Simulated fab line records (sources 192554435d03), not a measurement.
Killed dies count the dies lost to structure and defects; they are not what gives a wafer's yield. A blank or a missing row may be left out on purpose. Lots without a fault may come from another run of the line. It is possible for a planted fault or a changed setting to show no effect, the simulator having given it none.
fab line records	flow n5_finfet
record: lots: 7	wafers: 21
route steps=1938 shown BEOL_M9@1411 BEOL_M10@1500 BEOL_M11@1539
start_h: start of the lot's first displayed wafer, in hours after the record's first day	wait_h: hours since the lot's step before	" the same as in the row above	L1.1+2: one row covering several wafers at once	- no value, or no start was given	* or withheld: withheld	< > ~ a bound
route shown NAME@n: NAME is a module with steps in the file, n the number in the route of the first one	usual: mean/standard deviation taken from wafers without a fault	same: alike in all rows	chamber/n: place in a boat	sites: each site's reading	_std_site: how widely they spread, as a standard deviation	_edge_site: outer sites' mean less inner sites'	radius_mm: how far each site lies from the wafer's centre	mask NAME#n: copy n	behind: the last tool/chamber to shape the wafer	hold: why the lot went on hold/how many hours it stayed there/how the hold came to an end	device: whichever transistor did not switch (one of n, p or np)	end of line: tests run on the same wafers once the route is complete	where a step has no rows: the recipe by itself	killed: at the first sort, the dies lost to defects and structure; wafer yield is something else	map: a wafer's dies, x killed, . not, _ none there
set.NAME: the setting that was run; set.NAME@STEP: the one run at that earlier step	model.NAME: the simulator's own value behind a step, which no gauge read
lots with deliberately changed settings; one table per step, one row per wafer
== steps ==
step: N5_BEOL_M9_EXPOSE_08
recipe: mask_id: M9	na: 1.35	source_shape: dipole	sigma_inner: 0.411	sigma_outer: 0.611	polarization: te	dose_mj: 53.75
lot.wafer	tool	chamber	start_h	wait_h	mask	set.dose_mj
L075.1+6	arfi_scanner-03	0	208.89	-	M9#0	57.77
L075.3	"	0	"	"	M9#0	53.75
L081.2+5+6	arfi_scanner-01	0	260.62	-	M9#0	53.75
L083.1	arfi_scanner-03	0	268.27	-	M9#0	53.75
L083.3+4	"	0	"	"	M9#0	54.96
L086.2+6	arfi_scanner-01	0	270.27	-	M9#0	57.13
L086.4	"	0	"	"	M9#0	53.75
L088.1+3+6	arfi_scanner-01	0	295.83	-	M9#0	53.75
L093.1+2+4	arfi_scanner-02	0	338.86	-	M9#0	56.96
L095.2+4+6	arfi_scanner-01	0	339.37	-	M9#0	53.75
step: N5_BEOL_M9_PEB_09
recipe: peb_temp_c: withheld	peb_time_s: 60	resist: CAR-ArF
step: N5_BEOL_M9_DEVELOP_10
recipe: develop_time_s: 30	developer: TMAH	resist: CAR-ArF	rinse_liquid: diw	dry: air_spin	dev_temp_c: 23
step: N5_BEOL_M9_CD_MEAS_11
recipe: target_cd_nm: 64.1	landing_energy_ev: 500	detector: se_inlens	polarity: opening
usual: cd_nm: 64.0/0.54
lot.wafer	tool	chamber	start_h	wait_h	set.dose_mj@BEOL_M9_EXPOSE_08	cd_nm
L075.1	cd_sem-01	0	209.02	-	57.77	68.4
L075.3	"	0	"	"	53.75	64.2
L075.6	"	0	"	"	57.77	67.9
L081.2	cd_sem-03	0	260.74	-	53.75	64.0
L081.5	"	0	"	"	53.75	63.6
L081.6	"	0	"	"	53.75	63.2
L083.1	cd_sem-02	0	268.40	-	53.75	63.8
L083.3	"	0	"	"	54.96	64.8
L083.4	"	0	"	"	54.96	65.4
L086.2	cd_sem-01	0	270.39	-	57.13	67.7
L086.4	"	0	"	"	53.75	64.8
L086.6	"	0	"	"	57.13	67.4
L088.1	cd_sem-03	0	295.95	-	53.75	64.0
L088.3	"	0	"	"	53.75	63.9
L088.6	"	0	"	"	53.75	64.1
L093.1	cd_sem-02	0	338.98	-	56.96	67.2
L093.2	"	0	"	"	56.96	67.1
L093.4	"	0	"	"	56.96	67.2
L095.2	cd_sem-03	0	339.49	-	53.75	63.2
L095.4	"	0	"	"	53.75	63.7
L095.6	"	0	"	"	53.75	64.1
step: N5_BEOL_M9_DESCUM_16
recipe: chemistry: O2	time_s: 7.9	source_power_w: 50	bias_power_w: 20	pressure_mtorr: 20	rf_frequency_hz: 2.712e+07	temp_c: 40	resist: CAR-ArF	o2_flow_sccm: 225
step: N5_BEOL_M9_ETCH_61
recipe: chemistry: CF4	target: SiARC	target_depth_a: 390	mask_material: CAR-ArF	time_s: 65	ion_energy_ev: 80	pressure_mtorr: 40	source_w: 545	bias_w: 36	Ar_flow_sccm: 100	cf4_flow_sccm: 100	ends: cleared
lot.wafer	tool	chamber	start_h	wait_h	set.dose_mj@BEOL_M9_EXPOSE_08	model.BEOL_M9.cd_offset_nm
L075.1	rie_diel-01	2	209.14	0.0	57.77	4.4
L075.3	"	1	"	"	53.75	0.2
L075.6	"	0	"	"	57.77	3.6
L081.2	rie_diel-05	3	261.32	0.0	53.75	0.2
L081.5	"	3	"	"	53.75	-0.4
L081.6	"	0	"	"	53.75	-0.8
L083.1	rie_diel-03	1	268.75	0.0	53.75	-0.6
L083.3	"	3	"	"	54.96	1
L083.4	"	1	"	"	54.96	1.4
L086.2	rie_diel-01	0	270.51	0.0	57.13	3.6
L086.4	"	2	"	"	53.75	0.6
L086.6	"	3	"	"	57.13	3
L088.1+3+6	rie_diel-03	2,3,1	296.40	0.0	53.75	-0.2
L093.1	rie_diel-01	1	339.74	0.0	56.96	2.8
L093.2	"	0	"	"	56.96	3
L093.4	"	2	"	"	56.96	3.4
L095.2+4	rie_diel-03	2,1	339.77	0.0	53.75	-0.6
L095.6	"	2	"	"	53.75	0.2
step: N5_BEOL_M9_ETCH_62
recipe: chemistry: N2/H2	target: SOC	target_depth_a: 1100	overetch_a: 220	mask_material: SiARC	temp_c: 40	time_s: 165	ion_energy_ev: 200	pressure_mtorr: 30	source_w: 840	bias_w: 150	n2_flow_sccm: 200	h2_flow_sccm: 200
lot.wafer	tool	chamber	start_h	wait_h	set.dose_mj@BEOL_M9_EXPOSE_08	model.BEOL_M9.cd_offset_nm
L075.1	rie_diel-01	2	209.19	0.0	57.77	4.6
L075.3	"	1	"	"	53.75	0.4
L075.6	"	0	"	"	57.77	4.2
L081.2	rie_diel-05	3	261.37	0.0	53.75	0.2
L081.5	"	3	"	"	53.75	-0.2
L081.6	"	0	"	"	53.75	-1.2
L083.1	rie_diel-03	1	268.80	0.0	53.75	-0.6
L083.3	"	3	"	"	54.96	1
L083.4	"	1	"	"	54.96	1.4
L086.2	rie_diel-01	0	270.56	0.0	57.13	3.6
L086.4	"	2	"	"	53.75	0.6
L086.6	"	3	"	"	57.13	3
L088.1+3	rie_diel-03	2,3	296.45	0.0	53.75	0
L088.6	"	1	"	"	53.75	-0.2
L093.1	rie_diel-01	1	339.79	0.0	56.96	2.6
L093.2	"	0	"	"	56.96	3
L093.4	"	2	"	"	56.96	3.4
L095.2	rie_diel-03	2	339.82	0.0	53.75	-0.4
L095.4	"	1	"	"	53.75	-0.6
L095.6	"	2	"	"	53.75	0.2
step: N5_BEOL_M9_STRIP_68
recipe: chemistry: N2/H2	temp_c: 40	n2_flow_sccm: 200	h2_flow_sccm: 200	rf_frequency_hz: 6e+07
step: N5_BEOL_M9_STRIP_67
recipe: chemistry: CF4	resist: SiARC	power_w: 300	bias_power_w: 75	pressure_mtorr: 50	cf4_flow_sccm: 150	rf_frequency_hz: 6e+07
step: N5_BEOL_M9_HM_OPEN_17
recipe: chemistry: Cl2/BCl3	target_depth_a: 200	overetch_a: 60	target: TiN	mask_material: SOC	ion_energy_ev: 150	pressure_mtorr: 10	icp_w: 1000	bias_w: 126	Cl2_flow_sccm: 53.25	bcl3_flow_sccm: 21.75	Ar_flow_sccm: 25
step: N5_BEOL_M9_STRIP_19
recipe: chemistry: O2	power_w: 400	temp_c: 40	pressure_mtorr: 30	rf_frequency_hz: 6e+07	bias_power_w: 0	overash_fraction: 0.2	o2_flow_sccm: 225
step: N5_BEOL_M9_CD_MEAS_18
recipe: pitch_nm: 140	target_cd_nm: 70
usual: cd_nm: 69.9/0.58
lot.wafer	tool	chamber	start_h	wait_h	set.dose_mj@BEOL_M9_EXPOSE_08	cd_nm
L075.1	cd_sem-03	-	209.65	0.0	57.77	74.6
L075.3	"	-	"	"	53.75	70.5
L075.6	"	-	"	"	57.77	74.3
L081.2	cd_sem-01	-	261.84	0.1	53.75	70.3
L081.5	"	-	"	"	53.75	69.9
L081.6	"	-	"	"	53.75	69.1
L083.1	cd_sem-02	-	269.69	0.0	53.75	69.1
L083.3	"	-	"	"	54.96	71.0
L083.4	"	-	"	"	54.96	71.4
L086.2	cd_sem-02	-	270.96	0.1	57.13	73.7
L086.4	"	-	"	"	53.75	71.0
L086.6	"	-	"	"	57.13	72.9
L088.1	cd_sem-03	-	296.98	0.0	53.75	70.1
L088.3	"	-	"	"	53.75	70.2
L088.6	"	-	"	"	53.75	69.7
L093.1	cd_sem-03	-	340.26	0.0	56.96	72.6
L093.2	"	-	"	"	56.96	73.1
L093.4	"	-	"	"	56.96	73.4
L095.2	cd_sem-01	-	340.28	0.1	53.75	69.5
L095.4	"	-	"	"	53.75	69.4
L095.6	"	-	"	"	53.75	70.3
step: N5_BEOL_M9_COAT_63
recipe: resist: SOC	temp_c: 250	time_s: 60	spin_rpm: 1500	resist_thk_nm: 60
step: N5_BEOL_M9_COAT_64
recipe: resist: SiARC	temp_c: 220	time_s: 60	spin_rpm: 1500	resist_thk_nm: 12
step: N5_BEOL_M9_PRECLEAN_42
recipe: chemistry: residue_remover	time_s: 60	temp_c: 40
step: N5_BEOL_M9_SRD_43
recipe: time_s: 30	temp_c: 23	rinse_liquid: diw	dry: ipa_marangoni
step: N5_BEOL_M9_CD_MEAS_35
recipe: target_cd_nm: 70	target_cd_y_nm: 40	polarity: opening
usual: cd_nm: 70.0/0.59
lot.wafer	tool	chamber	start_h	wait_h	set.dose_mj@BEOL_M9_EXPOSE_08	cd_nm
L075.1	cd_sem-02	-	210.92	0.0	57.77	75.0
L075.3	"	-	"	"	53.75	70.7
L075.6	"	-	"	"	57.77	74.3
L081.2	cd_sem-01	-	262.97	0.0	53.75	70.7
L081.5	"	-	"	"	53.75	69.8
L081.6	"	-	"	"	53.75	69.1
L083.1	cd_sem-03	-	270.82	0.0	53.75	69.1
L083.3	"	-	"	"	54.96	70.9
L083.4	"	-	"	"	54.96	70.9
L086.2	cd_sem-03	-	272.02	0.0	57.13	73.7
L086.4	"	-	"	"	53.75	70.5
L086.6	"	-	"	"	57.13	73.1
L088.1	cd_sem-01	-	299.81	0.0	53.75	70.3
L088.3	"	-	"	"	53.75	70.4
L088.6	"	-	"	"	53.75	69.8
L093.1	cd_sem-01	-	343.00	0.0	56.96	73.0
L093.2	"	-	"	"	56.96	73.3
L093.4	"	-	"	"	56.96	73.4
L095.2	cd_sem-02	-	343.34	0.0	53.75	69.7
L095.4	"	-	"	"	53.75	69.1
L095.6	"	-	"	"	53.75	70.3
step: N5_BEOL_M10_PEB_26
recipe: peb_temp_c: withheld	peb_time_s: 60	resist: CAR-ArF
lot.wafer	tool	chamber	start_h	wait_h	set.peb_time_s
L075.1+3	litho_track-05	0	219.00	0.1	60
L075.6	"	0	"	"	54.18
L081.2+5+6	litho_track-02	0	270.65	0.1	60
L083.1	litho_track-02	0	277.20	0.1	60
L083.3+4	"	0	"	"	71.29
L086.2+4	litho_track-05	0	279.14	0.1	69.81
L086.6	"	0	"	"	60
L088.1+6	litho_track-02	0	305.00	0.1	60
L088.3	"	0	"	"	51.49
L093.1+2	litho_track-04	0	348.74	0.1	60
L093.4	"	0	"	"	71.92
L095.2+4+6	litho_track-05	0	350.86	0.1	60
step: N5_BEOL_M10_DEVELOP_27
recipe: develop_time_s: 30	developer: TMAH	resist: CAR-ArF	rinse_liquid: diw	dry: air_spin	dev_temp_c: 23
step: N5_BEOL_M10_CD_MEAS_28
recipe: target_cd_nm: 70	landing_energy_ev: 500	detector: se_inlens	polarity: opening
usual: cd_nm: 69.8/0.84
lot.wafer	tool	chamber	start_h	wait_h	set.peb_time_s@BEOL_M10_PEB_26	cd_nm
L075.1	cd_sem-02	0	219.07	-	60	69.3
L075.3	"	0	"	"	60	70.0
L075.6	"	0	"	"	54.18	65.4
L081.2	cd_sem-01	0	270.71	-	60	70.3
L081.5	"	0	"	"	60	68.7
L081.6	"	0	"	"	60	69.1
L083.1	cd_sem-03	0	277.27	-	60	69.7
L083.3	"	0	"	"	71.29	77.0
L083.4	"	0	"	"	71.29	76.6
L086.2	cd_sem-01	0	279.20	-	69.81	77.7
L086.4	"	0	"	"	69.81	77.0
L086.6	"	0	"	"	60	70.8
L088.1	cd_sem-03	0	305.07	-	60	70.1
L088.3	"	0	"	"	51.49	63.5
L088.6	"	0	"	"	60	70.0
L093.1	cd_sem-03	0	348.81	-	60	68.1
L093.2	"	0	"	"	60	69.7
L093.4	"	0	"	"	71.92	76.1
L095.2	cd_sem-03	0	350.93	-	60	69.5
L095.4	"	0	"	"	60	68.6
L095.6	"	0	"	"	60	69.7
step: N5_BEOL_M10_TRENCH_ETCH_37
recipe: chemistry: C4F6/O2	target_depth_a: 1488.3	target: SiCOH_lowk	time_s: 48	ion_energy_ev: 250	pressure_mtorr: 30	source_w: 345	bias_w: 185	Ar_flow_sccm: 300	C4F6_flow_sccm: 10	O2_flow_sccm: 10
usual: rf_vpp_V: 664/6.2
lot.wafer	tool	chamber	start_h	wait_h	set.source_w	rf_vpp_V
L075.1	rie_diel-06	0	-	-	345	660
L075.3	"	2	"	"	371	637
L075.6	"	2	"	"	345	663
L081.2	rie_diel-06	0	-	-	345	661
L081.5	"	3	"	"	345	657
L081.6	"	0	"	"	345	660
L083.1	rie_diel-04	0	-	-	345	674
L083.3	"	2	"	"	345	665
L083.4	"	3	"	"	301.2	718
L086.2	rie_diel-02	2	-	-	345	659
L086.4	"	0	"	"	345	666
L086.6	"	0	"	"	345	666
L088.1	rie_diel-06	3	-	-	345	658
L088.3	"	2	"	"	345	663
L088.6	"	2	"	"	345	664
L093.1	rie_diel-04	0	-	-	406.4	620
L093.2	"	3	"	"	345	672
L093.4	"	1	"	"	345	659
L095.2	rie_diel-04	1	-	-	345	659
L095.4	"	3	"	"	345	670
L095.6	"	2	"	"	345	663
step: N5_BEOL_M11_PECVD_70
recipe: material: SiO2	target_thk_a: 200	temp_c: 400	precursor: TEOS/O2	pressure_torr: 5.5	rf_w: 450	teos_flow_sccm: 53.8	gas: O2	flow_sccm: 3000	time_s: 22.7
lot.wafer	tool	chamber	start_h	wait_h	set.time_s	model.SiO2_of_BEOL_M11_PECVD_70.thk_nm
L075.1	pecvd-02	2	222.76	0.0	24.5	21.6
L075.3	"	0	"	"	24.5	21.2
L075.6	"	0	"	"	22.7	20.6
L081.2	pecvd-02	2	274.42	0.0	22.7	19.8
L081.5	"	2	"	"	24.69	22.2
L081.6	"	1	"	"	24.69	22
L083.1	pecvd-02	1	281.03	0.0	22.7	20
L083.3	"	0	"	"	25.06	21.8
L083.4	"	1	"	"	22.7	20.2
L086.2+4	pecvd-01	1,0	282.79	0.0	22.7	20
L086.6	"	1	"	"	25.15	22
L088.1+3	pecvd-02	1,0	309.00	0.0	22.7	19.8
L088.6	"	2	"	"	22.7	20
L093.1	pecvd-01	0	354.39	0.0	22.7	20.2
L093.2	"	1	"	"	22.7	20
L093.4	"	1	"	"	22.7	20.4
L095.2	pecvd-04	0	355.12	0.0	22.7	20
L095.4	"	1	"	"	22.7	20.4
L095.6	"	2	"	"	22.7	20.2
step: N5_BEOL_M11_COAT_59
recipe: resist: SOC	temp_c: 250	time_s: 60	spin_rpm: 1500	resist_thk_nm: 100
lot.wafer	tool	chamber	start_h	wait_h	set.spin_rpm	model.SOC_of_BEOL_M11_COAT_59.thk_nm
L075.1	litho_track-03	0	222.95	0.1	1500	99.8
L075.3+6	"	0	"	"	1500	99.6
L081.2	litho_track-01	0	275.24	0.1	1500	99.8
L081.5	"	0	"	"	1500	100.2
L081.6	"	0	"	"	1414	103
L083.1	litho_track-01	0	281.44	0.1	1500	100.6
L083.3+4	"	0	"	"	1500	100.4
L086.2	litho_track-01	0	283.90	0.1	1500	100.2
L086.4+6	"	0	"	"	1500	100
L088.1	litho_track-03	0	312.03	0.1	1500	100.2
L088.3	"	0	"	"	1613	96.6
L088.6	"	0	"	"	1500	100.6
L093.1	litho_track-03	0	355.39	0.1	1500	100.4
L093.2	"	0	"	"	1500	100.2
L093.4	"	0	"	"	1500	100
L095.2+4+6	litho_track-03	0	355.76	0.1	1500	99.8
step: N5_BEOL_M11_COAT_60
recipe: resist: SiARC	temp_c: 220	time_s: 60	spin_rpm: 1500	resist_thk_nm: 30
step: N5_BEOL_M11_COAT_05
recipe: resist: CAR-ArF	spin_rpm: 1500	resist_thk_nm: 90
step: N5_BEOL_M11_DESCUM_16
recipe: chemistry: O2	time_s: 7.9	source_power_w: 50	bias_power_w: 20	pressure_mtorr: 20	rf_frequency_hz: 2.712e+07	temp_c: 40	resist: CAR-ArF	o2_flow_sccm: 225
step: N5_BEOL_M11_ETCH_61
recipe: chemistry: CF4	target: SiARC	target_depth_a: 390	mask_material: CAR-ArF	time_s: 65	ion_energy_ev: 80	pressure_mtorr: 40	source_w: 545	bias_w: 36	Ar_flow_sccm: 100	cf4_flow_sccm: 100	ends: cleared
step: N5_BEOL_M11_ETCH_62
recipe: chemistry: N2/H2	target: SOC	target_depth_a: 1100	overetch_a: 220	mask_material: SiARC	temp_c: 40	time_s: 165	ion_energy_ev: 200	pressure_mtorr: 30	source_w: 840	bias_w: 150	n2_flow_sccm: 200	h2_flow_sccm: 200
lot.wafer	tool	chamber	start_h	wait_h	set.spin_rpm@BEOL_M11_COAT_59	model.etch.depth_nm
L075.1	rie_diel-03	0	223.37	0.0	1500	99.79
L075.3	"	1	"	"	1500	99.63
L075.6	"	0	"	"	1500	99.52
L081.2	rie_diel-03	1	276.43	0.0	1500	99.72
L081.5	"	0	"	"	1500	100.2
L081.6	"	1	"	"	1414	103
L083.1	rie_diel-01	0	283.09	0.0	1500	100.7
L083.3	"	3	"	"	1500	100.3
L083.4	"	1	"	"	1500	100.4
L086.2	rie_diel-03	1	285.10	0.0	1500	100.2
L086.4	"	2	"	"	1500	99.99
L086.6	"	3	"	"	1500	99.95
L088.1	rie_diel-03	0	312.64	0.0	1500	100.2
L088.3	"	2	"	"	1613	96.62
L088.6	"	1	"	"	1500	100.5
L093.1	rie_diel-01	0	356.00	0.0	1500	100.4
L093.2	"	1	"	"	1500	100.2
L093.4	"	2	"	"	1500	100.1
L095.2	rie_diel-01	2	356.30	0.0	1500	99.8
L095.4	"	3	"	"	1500	99.79
L095.6	"	1	"	"	1500	99.81
step: N5_BEOL_M11_STRIP_68
recipe: chemistry: N2/H2	temp_c: 40	n2_flow_sccm: 200	h2_flow_sccm: 200	rf_frequency_hz: 6e+07
step: N5_BEOL_M11_STRIP_67
recipe: chemistry: CF4	resist: SiARC	power_w: 300	bias_power_w: 75	pressure_mtorr: 50	cf4_flow_sccm: 150	rf_frequency_hz: 6e+07
step: N5_BEOL_M11_HM_OPEN_17
recipe: chemistry: Cl2/BCl3	target_depth_a: 200	overetch_a: 60	target: TiN	mask_material: SOC	ion_energy_ev: 150	pressure_mtorr: 10	icp_w: 1000	bias_w: 126	Cl2_flow_sccm: 53.25	bcl3_flow_sccm: 21.75	Ar_flow_sccm: 25
lot.wafer	tool	chamber	start_h	wait_h	set.spin_rpm@BEOL_M11_COAT_59	model.SOC_of_BEOL_M11_COAT_59.thk_nm
L075.1	rie_metal-01	0	223.55	0.0	1500	91.8
L075.3+6	"	0	"	"	1500	91.6
L081.2	rie_metal-02	1	276.62	0.0	1500	92
L081.5	"	1	"	"	1500	92.4
L081.6	"	0	"	"	1414	95
L083.1	rie_metal-02	1	283.28	0.0	1500	92.8
L083.3	"	0	"	"	1500	92.4
L083.4	"	1	"	"	1500	92.6
L086.2+4	rie_metal-03	1,0	285.30	0.0	1500	92
L086.6	"	1	"	"	1500	91.8
L088.1	rie_metal-03	1	312.83	0.0	1500	92.2
L088.3	"	0	"	"	1613	88.8
L088.6	"	1	"	"	1500	92.4
L093.1	rie_metal-01	1	356.19	0.0	1500	92.6
L093.2	"	0	"	"	1500	92.4
L093.4	"	0	"	"	1500	92.2
L095.2+4	rie_metal-02	0	356.49	0.0	1500	91.8
L095.6	"	1	"	"	1500	92
== key ==
split: step: N5_BEOL_M9_EXPOSE_08	setting: dose_mj	stated: 53.75	by: wafer
response: step: N5_BEOL_M9_CD_MEAS_11	reading: cd_nm	change: +0.501	per: 1%	r: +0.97
response: step: N5_BEOL_M9_ETCH_61	reading: model.BEOL_M9.cd_offset_nm	change: +0.492	per: 1%	r: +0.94
response: step: N5_BEOL_M9_ETCH_62	reading: model.BEOL_M9.cd_offset_nm	change: +0.507	per: 1%	r: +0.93
response: step: N5_BEOL_M9_CD_MEAS_18	reading: cd_nm	change: +0.486	per: 1%	r: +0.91
response: step: N5_BEOL_M9_CD_MEAS_35	reading: cd_nm	change: +0.518	per: 1%	r: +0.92
split: step: N5_BEOL_M10_PEB_26	setting: peb_time_s	stated: 60	by: wafer
response: step: N5_BEOL_M10_CD_MEAS_28	reading: cd_nm	change: +0.395	per: 1%	r: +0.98
split: step: N5_BEOL_M10_TRENCH_ETCH_37	setting: source_w	stated: 345	by: wafer
response: step: N5_BEOL_M10_TRENCH_ETCH_37	reading: rf_vpp_V	change: -3.02	per: 1%	r: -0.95
split: step: N5_BEOL_M11_PECVD_70	setting: time_s	stated: 22.7	by: wafer
response: step: N5_BEOL_M11_PECVD_70	reading: model.SiO2_of_BEOL_M11_PECVD_70.thk_nm	change: +0.181	per: 1%	r: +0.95
split: step: N5_BEOL_M11_COAT_59	setting: spin_rpm	stated: 1500	by: wafer
response: step: N5_BEOL_M11_COAT_59	reading: model.SOC_of_BEOL_M11_COAT_59.thk_nm	change: -0.511	per: 1%	r: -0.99
response: step: N5_BEOL_M11_ETCH_62	reading: model.etch.depth_nm	change: -0.508	per: 1%	r: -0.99
response: step: N5_BEOL_M11_HM_OPEN_17	reading: model.SOC_of_BEOL_M11_COAT_59.thk_nm	change: -0.473	per: 1%	r: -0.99
